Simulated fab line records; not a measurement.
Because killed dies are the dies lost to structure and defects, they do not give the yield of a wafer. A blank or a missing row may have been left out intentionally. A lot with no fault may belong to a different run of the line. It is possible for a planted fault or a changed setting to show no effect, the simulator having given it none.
fab line records	flow n5Finfet
record lots=10	wafers=30	lastDay=17
route steps=1938 shown MOL_CONTACT_COAG@607 BEOL_M4@1111 PASSIVATION@1936
lots untouched by any fault: they come from a run of this same line in which no faults occurred
startH: the number of hours between the record's first day and the start of the first shown wafer of the lot	waitH: hours elapsed since this lot's preceding step	" the same as in the row above	L1.1+2: one row covering several wafers at once	- no value, or no start given	* or withheld: withheld	< > ~ a bound
route shown NAME@n: NAME is a module with steps in the file, n the number in the route of the first one	usual: the fault-free wafers' mean and standard deviation	same: alike in all rows	chamber/n: place in a boat	sites: each site's reading	_std_site: the standard deviation of these	_edge_site: mean of outer sites minus mean of inner sites	radiusMm: for every site, how far away it sits from the centre of the wafer	mask NAME#n: copy n	behind: the last tool/chamber to shape the wafer	hold: reason for holding the lot/hours on hold/outcome of the hold	device: whichever transistor did not switch (one of n, p or np)	end of line: the same wafers' tests at the end of the route	for a step that has no rows: nothing shown but its recipe	killed: not the wafer's yield, but the dies lost to structure and defects at the first sort	map: a wafer's dies, x killed, . not, _ none there
set.NAME: the run value of the setting; set.NAME@STEP: its run value at that earlier step	model.NAME: the simulator's own value behind a step, which no gauge read
a sample of lots followed through the steps of the route, with each step as a table and each wafer as a row
services: from which hour (startH, from the record's first day; less than 0 if before it) a tool's chamber was out of use, for how many hours, and why
## steps
# step N5_MOL_CONTACT_COAG_ETCH_66
# recipe chemistry=CF4	target=SiARC	targetDepthA=130	maskMaterial=CAR-EUV	timeS=21.7	ionEnergyEv=80	pressureMtorr=40	sourceW=545	biasW=36	Ar_flow_sccm=100	cf4FlowSccm=100	ends=cleared
# usual chamberPressureMTorr=40.01/0.04	drypumpMotorCurrentA=5.5/0.39	etchRfOnTimeS=21.8/0.88	oesProductAu=0.68/0.08	rfVppV=184.0/1.2	showerheadPlenumPTorr=2.15/0.071	throttleValvePct=15.58/0.28
lot.wafer	tool	chamber	startH	waitH	chamberPressureMTorr	drypumpMotorCurrentA	etchRfOnTimeS	oesProductAu	rfHoursCounterH	rfVppV	showerheadPlenumPTorr	throttleValvePct
L989.2	rieDiel-01	1	102.92	0.0	40.08	5.2	22.0	0.65	124	182.9	2.14	15.61
L989.4	"	2	"	"	40.02	5.4	20.9	0.76	43	185.2	2.18	15.41
L989.5	"	3	"	"	40.01	5.9	22.0	0.62	-	184.8	2.21	15.68
L996.3	rieDiel-05	3	143.70	0.0	40.01	5.0	20.5	0.62	208	184.9	2.20	15.73
L996.4	"	0	"	"	40.01	4.8	20.9	0.62	185	182.7	2.05	15.81
L996.6	"	3	"	"	39.98	5.0	20.5	0.62	-	183.9	2.20	15.75
L997.1	rieDiel-05	0	147.19	0.0	40.00	4.9	21.1	0.62	186	182.3	2.05	15.82
L997.2	"	1	"	"	40.01	5.5	23.1	0.68	61	182.4	2.09	15.32
L997.3	"	3	"	"	40.02	5.0	20.6	0.62	209	184.9	2.20	15.73
L998.2	rieDiel-04	1	150.45	0.0	40.01	5.6	22.3	0.58	228	182.5	2.03	15.71
L998.5	"	2	"	"	40.00	5.7	23.1	0.58	-	184.3	2.21	16.02
L998.6	"	3	"	"	40.01	5.0	21.4	0.59	-	184.2	2.19	15.56
L101.1	rieDiel-05	1	178.56	0.0	40.06	5.6	23.2	0.67	72	183.5	2.08	15.36
L101.2	"	2	"	"	40.00	5.7	21.3	0.67	146	181.8	1.98	15.97
L101.6	"	0	"	"	40.00	4.8	21.3	0.61	-	183.8	2.05	15.84
L103.2	rieDiel-01	0	187.09	0.0	39.97	6.0	22.2	0.75	41	183.8	2.10	15.40
L103.5	"	2	"	"	40.03	5.4	21.0	0.72	-	184.7	2.16	15.46
L103.6	"	3	"	"	40.08	5.9	22.2	0.59	-	185.2	2.20	15.73
L104.1	rieDiel-04	2	198.64	0.0	39.99	5.7	22.9	0.57	246	184.5	2.20	16.06
L104.4	"	3	"	"	39.90	5.1	20.4	0.83	-	183.2	2.18	15.00
L104.6	"	2	"	"	40.00	5.7	23.1	0.57	-	184.7	2.20	16.06
L105.1	rieDiel-04	2	204.98	0.0	39.93	5.7	23.0	0.57	250	185.1	2.20	16.06
L105.3	"	0	"	"	40.05	6.0	22.3	0.76	19	184.0	2.19	15.27
L105.5	"	2	"	"	39.98	5.7	23.0	0.57	-	186.2	2.20	16.07
L110.1	rieDiel-01	2	226.66	0.0	39.94	5.4	21.5	0.70	89	185.1	2.16	15.51
L110.2	"	3	"	"	39.99	5.9	22.4	0.59	216	184.6	2.20	15.77
L110.5	"	1	"	"	39.96	5.2	22.4	0.62	-	184.4	2.12	15.72
L112.3	rieDiel-05	1	241.22	0.0	40.06	5.6	23.2	0.65	92	183.6	2.08	15.40
L112.5	"	0	"	"	39.94	4.9	21.2	0.60	-	183.0	2.04	15.90
L112.6	"	1	"	"	40.04	5.6	23.2	0.65	-	183.0	2.08	15.41
# step N5_MOL_CONTACT_COAG_ALD_133
# recipe material=SiO2	targetThkA=50	tempC=100	aldPrecursorFamily=BDEAS	aldCoReactant=O2-plasma	pulseTimeS=1	coReactantPulseTimeS=1	purgeTimeS=2	coReactantPurgeTimeS=2	aldCycles=35	pressureTorr=2
# usual heaterPowerOuterW=41/3.4	heaterPowerW=80/5.9	precursorPulseHeightRel=0.999/0.02
lot.wafer	tool	chamber	startH	waitH	heaterPowerOuterW	heaterPowerW	precursorPulseHeightRel
L989.2	aldSin-02	2	103.00	0.1	43	80	0.986
L989.4	"	1	"	"	39	70	0.987
L989.5	"	0	"	"	40	82	1.004
L996.3	aldSin-02	3	144.38	0.6	38	74	1.020
L996.4	"	2	"	"	43	82	0.999
L996.6	"	1	"	"	39	72	0.992
L997.1	aldSin-04	3	147.27	0.1	48	90	1.027
L997.2	"	0	"	"	48	96	1.014
L997.3	"	1	"	"	38	75	0.990
L998.2	aldSin-03	0	150.53	0.1	44	78	0.991
L998.5	"	1	"	"	35	78	1.018
L998.6	"	0	"	"	42	79	0.980
L101.1	aldSin-03	2	178.64	0.1	39	81	0.983
L101.2	"	0	"	"	43	79	1.021
L101.6	"	3	"	"	38	73	1.010
L103.2	aldSin-02	3	187.36	0.3	38	77	1.007
L103.5	"	0	"	"	41	80	0.968
L103.6	"	3	"	"	38	79	1.005
L104.1	aldSin-04	2	198.86	0.2	41	81	0.961
L104.4	"	1	"	"	40	78	1.002
L104.6	"	0	"	"	46	93	1.025
L105.1	aldSin-04	0	205.06	0.1	47	96	1.023
L105.3	"	3	"	"	46	86	1.003
L105.5	"	0	"	"	47	94	0.999
L110.1	aldSin-03	3	226.74	0.1	38	76	0.999
L110.2	"	0	"	"	43	79	1.007
L110.5	"	0	"	"	42	78	0.997
L112.3	aldSin-02	2	241.34	0.1	44	83	1.021
L112.5	"	0	"	"	40	81	0.994
L112.6	"	2	"	"	43	82	1.009
# step N5_MOL_CONTACT_COAG_CVD_140
# recipe material=W	targetThkA=665	mode=selectiveFill	tempC=300	timeS=215
# usual heaterPowerOuterW=276/56	heaterPowerW=503/87
lot.wafer	tool	chamber	startH	waitH	heaterPowerOuterW	heaterPowerW
L989.2	cvdW-01	0	104.07	0.1	276	483
L989.4	"	1	"	"	368	635
L989.5	"	1	"	"	362	647
L996.3	cvdW-01	0	145.32	0.1	-	-
L996.4	"	1	"	"	-	-
L996.6	"	0	"	"	-	-
L997.1	cvdW-01	0	148.09	0.1	-	-
L997.2	"	1	"	"	-	-
L997.3	"	1	"	"	-	-
L998.2	cvdW-02	1	151.35	0.1	-	-
L998.5	"	1	"	"	-	-
L998.6	"	0	"	"	-	-
L101.1	cvdW-01	1	179.46	0.1	366	645
L101.2	"	0	"	"	277	466
L101.6	"	0	"	"	274	469
L103.2	cvdW-02	0	188.18	0.1	284	534
L103.5	"	1	"	"	205	399
L103.6	"	0	"	"	295	534
L104.1	cvdW-02	1	199.76	0.1	210	402
L104.4	"	1	"	"	208	411
L104.6	"	0	"	"	287	540
L105.1	cvdW-02	1	205.90	0.1	210	398
L105.3	"	0	"	"	286	530
L105.5	"	0	"	"	285	524
L110.1	cvdW-01	0	227.56	0.1	272	472
L110.2	"	1	"	"	368	655
L110.5	"	1	"	"	375	651
L112.3	cvdW-02	0	242.25	0.1	290	552
L112.5	"	0	"	"	291	537
L112.6	"	1	"	"	213	413
# step N5_MOL_CONTACT_COAG_INSPECT_97
# recipe inspectInstrument=darkfield	mode=postAnneal
# usual rawDefectCount=42/17
lot.wafer	tool	chamber	startH	waitH	rawDefectCount
L989.2	defectInspect-02	-	107.93	0.1	38
L989.4	"	-	"	"	22
L989.5	"	-	"	"	49
L996.3	defectInspect-02	-	148.96	0.1	31
L996.4	"	-	"	"	47
L996.6	"	-	"	"	31
L997.1	defectInspect-02	-	151.92	0.0	43
L997.2	"	-	"	"	24
L997.3	"	-	"	"	47
L998.2	defectInspect-01	-	155.04	0.0	64
L998.5	"	-	"	"	29
L998.6	"	-	"	"	43
L101.1	defectInspect-02	-	183.14	0.0	26
L101.2	"	-	"	"	32
L101.6	"	-	"	"	38
L103.2	defectInspect-02	-	191.87	0.0	37
L103.5	"	-	"	"	36
L103.6	"	-	"	"	55
L104.1	defectInspect-01	-	203.43	0.0	36
L104.4	"	-	"	"	47
L104.6	"	-	"	"	22
L105.1	defectInspect-02	-	209.58	0.0	53
L105.3	"	-	"	"	63
L105.5	"	-	"	"	46
L110.1	defectInspect-02	-	231.23	0.0	49
L110.2	"	-	"	"	49
L110.5	"	-	"	"	61
L112.3	defectInspect-01	-	246.13	0.1	28
L112.5	"	-	"	"	34
L112.6	"	-	"	"	28
# step N5_BEOL_M4_RC_MEAS_101
# usual DIBL_N=36.1/2	DIBL_P=36.3/2.4	IOFF_N=0.15/0.035	IOFF_P=0.21/0.039	ION_N=672/15	ION_P=463/9.7	SS_N=71.5/0.7	SS_P=73.2/0.75	VT_N=251/3.6	VT_P=-250/3.8
lot.wafer	tool	chamber	startH	waitH	DIBL_N[mV/V]	DIBL_P[mV/V]	IOFF_N[nA/um]	IOFF_P[nA/um]	ION_N[uA/um]	ION_P[uA/um]	SS_N[mV/dec]	SS_P[mV/dec]	VT_N[mV]	VT_P[mV]
L989.2	prober-01	0	174.42	0.2	33.8	33.2	0.12	0.18	676	466	70.3	72.8	255	-252
L989.4	"	0	"	"	35.8	36.5	0.14	0.22	670	468	71.2	73.4	252	-247
L989.5	"	0	"	"	36.9	37.2	0.15	0.24	669	466	71.5	73.8	253	-248
L101.1	prober-01	0	246.02	0.0	36.2	35.9	0.16	0.22	670	471	71.7	73.3	251	-246
L101.2	"	0	"	"	38.2	37.9	0.21	0.26	703	478	71.6	73.4	245	-245
L101.6	"	0	"	"	35.7	34.8	0.16	0.21	683	461	71.2	72.6	249	-251
L103.2	prober-02	0	252.43	0.2	37.0	37.2	0.17	0.24	696	474	71.3	72.7	247	-248
L103.5	"	0	"	"	34.1	33.6	0.12	0.17	655	457	70.9	72.2	253	-253
L103.6	"	0	"	"	35.9	35.8	0.15	0.21	687	474	70.9	73.0	252	-252
L104.1	prober-01	0	263.92	0.0	35.3	35.0	0.14	0.22	673	471	71.3	72.7	249	-248
L104.4	"	0	"	"	39.3	39.7	0.23	0.30	675	467	72.1	73.5	247	-242
L104.6	"	0	"	"	34.5	34.1	0.14	0.21	684	477	70.8	72.3	248	-248
L105.1	prober-02	0	276.00	0.0	33.3	33.1	0.13	0.18	667	452	70.4	72.3	250	-254
L105.3	"	0	"	"	38.0	38.7	0.20	0.27	680	462	72.8	73.7	247	-248
L105.5	"	0	"	"	34.9	33.5	0.13	0.17	664	451	72.6	73.3	253	-250
L110.1	prober-01	0	306.77	0.0	37.0	37.2	0.18	0.24	672	458	72.1	73.5	248	-250
L110.2	"	0	"	"	32.3	31.4	0.10	0.15	652	457	70.9	71.8	258	-254
L110.5	"	0	"	"	34.5	34.8	0.14	0.21	665	458	71.1	72.5	252	-249
L112.3	prober-02	0	306.90	0.3	37.6	36.7	0.17	0.24	673	467	71.1	74.5	249	-247
L112.5	"	0	"	"	35.1	33.4	0.13	0.19	661	461	70.7	72.1	252	-249
L112.6	"	0	"	"	38.3	38.3	0.19	0.27	701	481	71.2	73.5	247	-243
# step N5_PASSIVATION_PROBE_49
# usual defectLimitedYield=91.1/1.6	killed_at_M0_to_M3=35/11	killed_at_M4_up=13/5.4	killedAtContacts=13/6.5	killedAtFrontEnd=40/14	killedAtOther=4/3.1	killedDies=105/18	killedOnRim=14/4.1	killedOpen=69/14	killedShort=34/7.3	sort_bin_5_function=5.2/0.96	sort_bin_6_memory=3.4/0.77	sort_bin_8_speed=0.02/0.13	sortNPass=1075/19
# same grossDies=1180	killedAtBackSide=0	sort_bin_4_leakage[%]=0
lot.wafer	tool	chamber	startH	waitH	defectLimitedYield[%]	killed_at_M0_to_M3	killed_at_M4_up	killedAtContacts	killedAtFrontEnd	killedAtOther	killedDies	killedOnRim	killedOpen	killedShort	sort_bin_5_function[%]	sort_bin_6_memory[%]	sort_bin_8_speed[%]	sortNPass
L997.1	prober-02	-	313.51	0.0	0	16	12	1118	30	4	1180	152	46	20	97.2	2.6	0	0
L997.2	prober-02	-	313.56	0.1	0	39	4	1081	51	5	1180	152	67	35	96.0	3.6	0	0
L997.3	prober-02	-	313.61	0.1	0	40	3	1079	46	12	1180	152	73	45	96.0	3.6	0	0
L996.3	prober-02	-	317.67	0.1	0	33	16	1091	38	2	1180	152	76	29	97.1	2.7	0	0
L996.4	prober-02	-	317.72	0.2	0	25	15	1110	28	2	1180	152	65	25	96.9	2.9	0	0
L996.6	prober-02	-	317.82	0.3	0	25	15	1112	24	4	1180	152	57	30	96.8	3.0	0	0
L998.2	prober-02	-	327.65	0.1	0	19	14	1111	34	2	1180	152	49	26	97.8	1.9	0	0
L998.5	prober-02	-	327.80	0.2	0	24	9	1101	42	4	1180	152	48	36	97.4	2.4	0	0
L998.6	prober-02	-	327.85	0.3	0	26	7	1115	31	1	1180	152	55	27	97.4	2.4	0	0
L104.1	prober-01	-	369.98	0.0	91.1	43	16	11	33	2	105	17	70	32	5.3	3.5	0	1075
L104.4	prober-01	-	370.13	0.2	89.9	52	13	14	34	6	119	16	75	42	5.9	3.6	0	1061
L104.6	prober-01	-	370.23	0.3	91.6	42	10	14	32	1	99	9	63	33	5.0	3.1	0	1081
# killed by level:class
L997.1 MOL_CONTACT_COAG:areaCvd=1111 MOL_CONTACT_COAG:geometricParticle:open=7 FIN_SAQP:geometricParticle:short=5 FIN_SAQP:geometricParticle:open=5 STARTING-WAFER:geometricParticle:open=4 BEOL_M0:geometricParticle:open=4 BEOL_M1:geometricParticle:open=4 BEOL_M7:geometricParticle:open=4
L997.2 MOL_CONTACT_COAG:areaCvd=1075 BEOL_M0_SAQP:geometricParticle:open=14 STI_FIN_REVEAL:geometricParticle:open=12 FIN_SAQP:geometricParticle:open=10 BEOL_M0_SAQP:geometricParticle:short=10 FIN_SAQP:geometricParticle:short=8 GATE_CUT:geometricParticle:short=8 BEOL_M3:geometricParticle:open=7
L997.3 MOL_CONTACT_COAG:areaCvd=1062 MOL_CONTACT_COAG:geometricParticle:open=11 BEOL_M1:geometricParticle:open=10 GATE_CUT:geometricParticle:short=9 BEOL_M2:geometricParticle:open=8 FIN_SAQP:geometricParticle:open=6 STI_FIN_REVEAL:geometricParticle:open=6 GATE_CUT:geometricParticle:open=6
L996.3 MOL_CONTACT_COAG:areaCvd=1075 MOL_CONTACT_COAG:geometricParticle:open=11 BEOL_M3:geometricParticle:open=9 FIN_SAQP:geometricParticle:open=8 BEOL_M2:geometricParticle:open=8 FIN_SAQP:geometricParticle:short=7 MOL_CONTACT_COAG:geometricParticle:short=5 BEOL_M0_SAQP:geometricParticle:open=5
L996.4 MOL_CONTACT_COAG:areaCvd=1090 MOL_CONTACT_COAG:geometricParticle:open=17 STI_FIN_REVEAL:geometricParticle:open=7 BEOL_M3:geometricParticle:open=7 BEOL_M1:geometricParticle:open=5 BEOL_M6:geometricParticle:open=5 DUMMY_GATE:geometricParticle:open=4 GATE_CUT:geometricParticle:short=4
L996.6 MOL_CONTACT_COAG:areaCvd=1093 MOL_CONTACT_COAG:geometricParticle:open=14 BEOL_M3:geometricParticle:open=10 DUMMY_GATE:geometricParticle:open=5 MOL_CONTACT_COAG:geometricParticle:short=5 BEOL_M4:geometricParticle:short=5 FIN_SAQP:geometricParticle:open=4 BEOL_M2:geometricParticle:short=4
L998.2 MOL_CONTACT_COAG:areaCvd=1105 FIN_SAQP:geometricParticle:short=5 STI_FIN_REVEAL:geometricParticle:open=5 DUMMY_GATE:geometricParticle:open=5 MOL_CONTACT_COAG:geometricParticle:open=4 BEOL_M2:geometricParticle:open=4 FIN_SAQP:geometricParticle:open=3 GATE_CUT:geometricParticle:short=3
L998.5 MOL_CONTACT_COAG:areaCvd=1096 BEOL_M0_SAQP:geometricParticle:short=9 FIN_SAQP:geometricParticle:short=8 GATE_CUT:geometricParticle:short=7 FIN_SAQP:geometricParticle:open=6 STI_FIN_REVEAL:geometricParticle:open=6 BEOL_M4:geometricParticle:open=6 BEOL_M3:geometricParticle:open=5
L998.6 MOL_CONTACT_COAG:areaCvd=1098 MOL_CONTACT_COAG:geometricParticle:open=14 STI_FIN_REVEAL:geometricParticle:open=13 BEOL_M1:geometricParticle:open=6 FIN_SAQP:geometricParticle:short=4 STI_FIN_REVEAL:geometricParticle:short=4 BEOL_M0_SAQP:geometricParticle:short=4 BEOL_M2:geometricParticle:open=4
L104.1 BEOL_M0_SAQP:geometricParticle:open=15 BEOL_M1:geometricParticle:open=10 BEOL_M5:geometricParticle:open=8 FIN_SAQP:geometricParticle:short=7 MOL_CONTACT_COAG:geometricParticle:open=7 FIN_SAQP:geometricParticle:open=6 BEOL_M0_SAQP:geometricParticle:short=6 BEOL_M3:geometricParticle:open=6
L104.4 BEOL_M0_SAQP:geometricParticle:open=14 MOL_CONTACT_COAG:geometricParticle:open=12 BEOL_M0_SAQP:geometricParticle:short=12 BEOL_M2:geometricParticle:open=11 FIN_SAQP:geometricParticle:short=10 BEOL_M3:geometricParticle:open=8 FIN_SAQP:geometricParticle:open=6 GATE_CUT:geometricParticle:short=5
L104.6 BEOL_M0_SAQP:geometricParticle:short=12 MOL_CONTACT_COAG:geometricParticle:open=11 BEOL_M0_SAQP:geometricParticle:open=10 STI_FIN_REVEAL:geometricParticle:open=8 BEOL_M1:geometricParticle:open=6 BEOL_M3:geometricParticle:open=5 BEOL_M4:geometricParticle:open=5 FIN_SAQP:geometricParticle:short=4
## services
tool	chamber	startH	hours	kind
rieDiel-01	1	81.27	3.3	repair
rieDiel-04	-	81.92	2.8	pm
aldSin-02	-	87.31	14.0	pm
aldSin-02	0	87.31	14.0	ventCycle
aldSin-02	1	87.31	14.0	ventCycle
aldSin-02	2	87.31	14.0	ventCycle
aldSin-02	3	87.31	14.0	ventCycle
aldSin-02	0	101.31	-	clean
aldSin-02	1	101.31	-	clean
aldSin-02	2	101.31	-	clean
aldSin-02	3	101.31	-	clean
aldSin-03	-	141.99	6.1	pm
rieDiel-04	0	146.67	-	clean
rieDiel-04	0	146.67	-	consumableReplace:focusRing
rieDiel-04	0	146.67	13.9	scheduledDown
rieDiel-05	0	148.21	4.6	repair
aldSin-03	1	165.87	3.7	repair
cvdW-02	-	173.33	2.9	repair
aldSin-04	-	176.76	14.0	pm
cvdW-01	0	191.28	10.6	repair
rieDiel-01	3	195.47	16.5	repair
rieDiel-04	0	199.60	4.3	repair
aldSin-02	1	226.46	17.7	repair
cvdW-01	1	240.59	7.4	repair
## key
firstSign step=N5_MOL_CONTACT_COAG_CVD_140	reading=toolRecord	direction=missing
effect step=N5_PASSIVATION_PROBE_49	reading=killedAtContacts	direction=up	sigmas=99+	usual=13	struck=1102
moreKillsBornAt N5_MOL_CONTACT_COAG_CVD_140@cvdW-01=6506	N5_MOL_CONTACT_COAG_CVD_140@cvdW-02=3294
metAt N5_MOL_CONTACT_COAG_CVD_140
struckLots L996,L997,L998
laterRowsLeftOut L996.3,L996.4,L996.6,L997.1,L997.2,L997.3,L998.2,L998.5,L998.6
notActingAt N5_MOL_CONTACT_COAG_ETCH_66,N5_MOL_CONTACT_COAG_ALD_133,N5_MOL_CONTACT_COAG_INSPECT_97
onsetBetween 104.07 145.32
fault kind=skippedStepWhole	tool=cvdW-01,cvdW-02	chamber=-	onsetH=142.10	steps=N5_MOL_CONTACT_COAG_CVD_140	scope=struckLotsOnly
# laterRowsLeftOut: the simulator's readings of these wafers behind a module that went badly wrong aren't trusted and aren't shown, but for the sort
